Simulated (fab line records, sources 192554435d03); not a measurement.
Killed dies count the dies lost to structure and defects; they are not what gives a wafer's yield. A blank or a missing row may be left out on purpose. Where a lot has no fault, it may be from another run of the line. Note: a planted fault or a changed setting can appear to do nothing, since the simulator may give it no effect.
What tool caused it? -- flow n5_finfet -- 72 wafers from 24 lots sampled at 2 of the route's 1938 steps

WHAT EACH GAUGE READ, for each wafer
N5_BEOL_M11_CD_MEAS_11: target cd 64.1 nm. Usual: cd_nm at 64.4 nm, with a standard deviation of 0.54.
lot,measured,on,cd_nm (nm),flag
L074,day 10 12:26,cd_sem-02,64.5 63.6 64.8,
L077,day 11 08:39,cd_sem-02,65.0 64.9 64.3,
L075,day 11 15:44,cd_sem-02,65.5 64.1 65.1,
L079,day 11 23:05,cd_sem-03,64.9 64.3 64.7,
L078,day 11 23:19,cd_sem-01,64.3 64.3 64.3,
L076,day 11 23:31,cd_sem-03,63.7 63.5 63.7,
L082,day 12 23:11,cd_sem-01,64.9 64.1 64.8,
L081,day 13 01:53,cd_sem-01,64.9 64.4 64.7,
L083,day 13 10:09,cd_sem-03,65.1 63.3 64.3,
L080,day 13 10:29,cd_sem-02,63.8 64.0 65.2,
L085,day 13 16:53,cd_sem-02,64.3 64.4 64.6,
L084,day 13 17:03,cd_sem-01,64.2 64.8 65.3,
L086,day 14 07:07,cd_sem-01,64.4 64.3 63.6,
L090,day 14 13:51,cd_sem-02,64.9 64.7 64.8,
L088,day 15 03:26,cd_sem-02,64.8 64.6 64.5,
L087,day 15 03:52,cd_sem-01,63.2 64.0 64.6,
L089,day 15 09:52,cd_sem-02,65.6 65.7 65.0,
L091,day 15 11:29,cd_sem-01,63.9 64.2 63.7,
L092,day 16 14:50,cd_sem-03,64.1 64.1 64.9,
L094,day 17 02:07,cd_sem-03,64.3 64.8 63.9,
L093,day 17 09:19,cd_sem-03,64.0 64.5 64.8,
L097,day 17 12:01,cd_sem-03,64.9 65.7 64.1,
L096,day 17 16:49,cd_sem-03,64.1 63.9 64.4,
L095,day 17 19:45,cd_sem-03,63.1 64.4 65.3,

N5_BEOL_M11_INSPECT_13: inspects for defects (brightfield). Usual: raw_defect_count at 425, with a standard deviation of 98.
lot,measured,on,raw_defect_count,flag
L074,day 10 12:29,defect_inspect-02,281 313 267,
L077,day 11 08:43,defect_inspect-02,419 537 612,
L075,day 11 15:47,defect_inspect-02,437 317 348,
L079,day 11 23:16,defect_inspect-01,395 346 284,
L078,day 11 23:22,defect_inspect-01,513 473 522,
L076,day 11 23:34,defect_inspect-01,391 448 454,
L082,day 12 23:14,defect_inspect-02,400 311 312,
L081,day 13 01:56,defect_inspect-01,414 372 337,
L083,day 13 10:13,defect_inspect-02,290 488 396,
L080,day 13 10:32,defect_inspect-01,437 331 535,
L085,day 13 16:56,defect_inspect-01,572 688 448,
L084,day 13 17:06,defect_inspect-02,607 431 358,
L086,day 14 07:10,defect_inspect-01,446 323 353,
L090,day 14 13:54,defect_inspect-02,367 314 424,
L088,day 15 03:30,defect_inspect-02,412 293 382,
L087,day 15 03:55,defect_inspect-02,416 310 386,
L089,day 15 09:56,defect_inspect-01,436 532 508,
L091,day 15 11:32,defect_inspect-02,444 439 609,
L092,day 16 14:53,defect_inspect-01,640 436 390,
L094,day 17 02:10,defect_inspect-01,484 541 524,
L093,day 17 09:22,defect_inspect-01,389 432 498,
L097,day 17 12:04,defect_inspect-01,389 456 542,
L096,day 17 16:52,defect_inspect-02,419 492 421,
L095,day 17 19:48,defect_inspect-02,327 297 376,

TOOL THAT RAN EACH LOT (tool first, then ch and the chambers of the sampled wafers, then the start)
The record holds no process step before these readings.

AS READ BY THE TOOLS THEMSELVES (means over the sampled wafers that have a number; for cases with no such wafer, the mark the record gives instead)
The record holds no such reading with a usual standard deviation.

THE ANSWER, worked out from the rows above alone
Rule: a lot is off if the mean of its wafers that have a number lies more than 3 standard deviations from the usual mean. Also off: a lot with no number at a reading for which 4 or more lots have one. Where the step has rows for the other lots, those lots are counted as sound. Order of review: gauges by route order, followed by the tools' own readings, for which a lot's mean as printed above is used. At the first step where some lot is off, the reading lying furthest off is the one used; lots without a number count as furthest.
None of the lots is off at any reading shown; this tells nothing.

WHAT WAS PUT IN BY THE SIMULATOR
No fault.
